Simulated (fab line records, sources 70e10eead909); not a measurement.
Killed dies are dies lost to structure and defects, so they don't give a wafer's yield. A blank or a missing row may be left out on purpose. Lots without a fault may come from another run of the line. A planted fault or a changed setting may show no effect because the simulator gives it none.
Chamber matching | flow nand_harc | NHARC_A_CHANNEL_FILL_D1_ETCHBACK_20 on rie_diel-09: 4 sister chambers
The step etches the open film in C4F8/O2/Ar, target depth 27 nm, time 13.5 s. 4 wafers are shown with their chamber, then 7 later ones without.

WAFERS WITH THEIR CHAMBER
wafer  | chamber | rf_vpp_V (V)
L868.6 | 0       | 984
L870.6 | 2       | 982
L874.2 | 1       | 969
L874.3 | 3       | 976

WAFERS WITHOUT THEIR CHAMBER
wafer  | rf_vpp_V (V)
L874.4 | 983
L875.1 | 983
L875.2 | 986
L875.3 | 977
L876.1 | 982
L876.5 | 983
L876.6 | 976

WHICH CHAMBER EACH WENT THROUGH
wafer  | from the rows above     | in truth
L874.4 | can't be placed: 0 or 2 | 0
L875.1 | can't be placed: 0 or 2 | 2
L875.2 | can't be placed: 0 or 2 | 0
L875.3 | 3                       | 3
L876.1 | can't be placed: 2 or 0 | 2
L876.5 | can't be placed: 0 or 2 | 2
L876.6 | 3                       | 3
Placed correctly: 2 of 7. Can't be placed from these rows: 5 (the true chamber is among the candidates in 5). Placed wrongly: 0.
How it was worked out, from the rows above alone: a wafer's distance from a chamber is the root of the sum, over the readings, of the square of ((its reading less the chamber's mean) divided by the reading's scatter). The wafer belongs to the nearest chamber; if the next one is less than 2 further off, it can't be placed. A chamber's mean is the mean of its shown wafers. The scatter: with one shown wafer a chamber, the root of the mean of the squares of how far each hidden wafer lies from its nearest shown one.
